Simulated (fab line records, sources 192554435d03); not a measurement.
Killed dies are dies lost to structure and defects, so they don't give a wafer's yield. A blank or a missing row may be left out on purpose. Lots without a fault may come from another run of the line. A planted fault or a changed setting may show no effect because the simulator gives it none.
Problem report in the 8D (eight disciplines) form, filled by code | flow n5_finfet | the parts of the form that need people (team, actions taken, sign-off) are left out

1. THE PROBLEM
raw_defect_count at N5_BEOL_M1_INSPECT_30 reads a mean of 1218 on 6 wafers of 2 lots; wafers without a fault read 433 with a standard deviation of 120. That is +6.5 standard deviations from the usual mean.
The step: inspects for defects (brightfield).
First seen on wafer L681.1, day 8 20:54, on defect_inspect-02. The record holds 12 wafers of 4 lots with a number at this step. Rule for "out", or "out of limits": more than 4 standard deviations from the usual mean. The other wafers with a number count as sound.

2. WHAT IT IS AND WHAT IT IS NOT
question                    | is                                   | is not
which readings at this step | raw_defect_count                     | -
which lots                  | L681, L682                           | L672, L680
which wafers of those lots  | all that have a number               | -
read on which gauges        | defect_inspect-01, defect_inspect-02 | -
when                        | from day 8 20:54                     | up to then (6 sound wafers)

3. SUSPECTS, AND WHAT RULES EACH OUT
Counting: a tool at a process step up to the reading stays a suspect if it ran every lot that is out and no sound lot after the first of them.
- the gauge at N5_BEOL_M1_INSPECT_30: ruled out. The wafers that are out were read on 2 gauges (defect_inspect-01, defect_inspect-02).
- rie_metal-01 at N5_BEOL_M1_HM_OPEN_17 (chemistry Cl2/BCl3, target TiN, target depth 20 nm, overetch 6 nm): kept. It ran every lot that is out, first L681 (day 8 20:11), and no sound lot after that; its last sound lot up to then is L672 (day 6 03:58).
Left after counting: rie_metal-01 at N5_BEOL_M1_HM_OPEN_17.

4. THE CAUSE (what the simulator had put in)
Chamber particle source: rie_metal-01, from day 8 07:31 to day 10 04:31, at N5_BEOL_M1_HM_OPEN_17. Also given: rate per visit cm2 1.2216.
Counting left only this tool.

5. THE CHAIN OF EFFECTS, in route order
Each row: a reading whose mean over the struck wafers that have a number lies more than 3 standard deviations from the usual. Only readings for which the record gives a usual standard deviation are gone through. hours: the time from each lot's start at the first step in this table that gives one to its start at this step, as a median over the lots. sigmas: the change in usual standard deviations.
hours | step                    | reading              | usual  | on struck wafers | change | sigmas
0     | N5_BEOL_M1_INSPECT_30   | raw_defect_count     | 433    | 1218             | +785   | +6.5
151   | N5_PASSIVATION_PROBE_49 | defect_limited_yield | 91.7 % | 85.8             | -5.9   | -4.0
151   | N5_PASSIVATION_PROBE_49 | killed_at_M0_to_M3   | 30     | 96               | +66    | +7.7
151   | N5_PASSIVATION_PROBE_49 | killed_dies          | 97     | 168              | +71    | +4.2
151   | N5_PASSIVATION_PROBE_49 | killed_on_rim        | 13     | 29               | +16    | +4.4
151   | N5_PASSIVATION_PROBE_49 | sort_bin_5_function  | 4.8 %  | 8.0              | +3.2   | +3.6
151   | N5_PASSIVATION_PROBE_49 | sort_n_pass          | 1083   | 1012             | -71    | -4.2
151   | N5_PASSIVATION_PROBE_49 | sort_yield_pct       | 91.7 % | 85.8             | -5.9   | -4.0
The process steps in it:
- N5_PASSIVATION_PROBE_49
Later measuring or inspecting steps at which every struck wafer that the step has a row for has a number for every such reading, and none has moved that far: N5_BEOL_M4_RC_MEAS_101.

6. WHAT WOULD HAVE CAUGHT IT SOONER
In this record the first reading out of limits at a measuring or inspecting step was taken at day 8 20:54, 13 hours after the fault began at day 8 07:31.
Of the tool readings at N5_BEOL_M1_HM_OPEN_17 for which the record gives a usual standard deviation, none was out on any struck wafer, so an alarm limit of 4 standard deviations on them would not have fired.
All the lots that are out (2) had begun N5_BEOL_M1_HM_OPEN_17 on rie_metal-01 by day 8 20:54. A hold on the tool at that time would have spared none of them.
